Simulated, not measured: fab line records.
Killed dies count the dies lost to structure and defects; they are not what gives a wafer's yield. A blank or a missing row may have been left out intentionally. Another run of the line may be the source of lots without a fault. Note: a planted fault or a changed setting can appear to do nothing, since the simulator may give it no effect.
A struck lot beside a sound one | flow nand-harc | 14 out of 1302 route steps
Sound: the wafers L245.2, L245.4, L245.6. Wafers L250.1, L250.4, L250.6 were the ones struck. At the end, the cause is stated.
Order at every step that has rows: each side's tool, ch and its chambers, its first start. Under that, the readings that differ: sound wafers | struck wafers | difference of the means | sigmas: that difference in standard deviations of wafers without a fault.
alike: readings with means less than 2 such deviations apart, plus words and numbers identical on both sides. not compared: withheld readings, readings lacking a value on some wafer, bounds such as >300 that could conceal the same value, and numbers that have no deviation in the record and whose values overlap.
Wherever a step has rows on one side only, a row that says differs or no value, or a row with sigmas, the two part there. When numbers do not overlap yet have no deviation, they are printed without sigmas and do not part them. Lack of a reading on every wafer of one side parts them only where that side has two or more wafers.

NHARC_A_ONON_D1_THK_MEAS_30: measures by ellipsometry.
  struck on film-metro-01, day 10 23:47; sound on film-metro-02, day 9 06:08
  alike: thk-nm
NHARC_A_ONON_D1_DEP_33: deposits SiO2, target thk 200 nm.
  sound on pecvd-03 ch 0,1,2, day 9 06:14; struck on pecvd-01 ch 0,2, day 10 23:50
  alike: heater-power-w, rf-fwd-power-W, throttle-valve-pct
NHARC_A_ONON_D1_THK_MEAS_34: measures by ellipsometry.
  struck on film-metro-02, day 11 00:16; sound on film-metro-02, day 9 06:37
  alike: thk-nm
NHARC_A_ONON_D1_INSPECT_32:
  struck on defect-inspect-02, day 11 00:20; sound on defect-inspect-02, day 9 06:41
  alike: raw-defect-count
NHARC_A_CHANNEL_HOLE_D1_DEP_00: deposits aC, target thk 3100 nm.
  sound on acl-dep-01 ch 0, day 9 12:56; struck on acl-dep-03 ch 0, day 11 01:26
  alike: throttle-valve-pct
NHARC_A_CHANNEL_HOLE_D1_DEP_01: deposits SiON, target thk 140 nm.
  sound on pecvd-04 ch 0,1,2, day 9 14:32; struck on pecvd-03 ch 0,2, day 11 03:24
  alike: heater-power-w, rf-fwd-power-W
then, 5 steps without rows for these wafers: NHARC_A_CHANNEL_HOLE_D1_DEHYDRATE_02 (time 120 s); NHARC_A_CHANNEL_HOLE_D1_HMDS_03 (time 30 s); NHARC_A_CHANNEL_HOLE_D1_COAT_36 (time 75 s); NHARC_A_CHANNEL_HOLE_D1_COAT_37 (time 65 s); NHARC_A_CHANNEL_HOLE_D1_COAT_04 (resist thk 90 nm).
NHARC_A_CHANNEL_HOLE_D1_SOFTBAKE_05: time 55 s.
  sound on litho-track-01 ch 0, day 9 14:00; struck on litho-track-06 ch 0, day 11 03:00
  reading                  | sound                | struck               | difference | sigmas
  heater-power-total-W (W) | 188.37 188.45 188.41 | 323.61 323.60 323.07 | +135.02    | +99 or more
next, for these wafers, 1 step has no rows: NHARC_A_CHANNEL_HOLE_D1_EBR_06.
-- jump in the record: it breaks off in module A_CHANNEL_HOLE_D1 and resumes in module END (first step shown: number 1302 of the route), and 17 days separate the struck wafers' starts before and after --
NHARC_END_SORT_01:
  here the record holds rows for the struck wafers (prober-01 ch 0, day 27 19:46) but none for the sound ones

== WHERE THEY PART ==
Last at NHARC_END_SORT_01 as far as this record goes, first at NHARC_A_CHANNEL_HOLE_D1_SOFTBAKE_05.

WHY: what the simulator had put in
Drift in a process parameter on litho-track-06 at NHARC_A_CHANNEL_HOLE_D1_SOFTBAKE_05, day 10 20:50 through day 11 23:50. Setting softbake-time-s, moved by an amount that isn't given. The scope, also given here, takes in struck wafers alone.
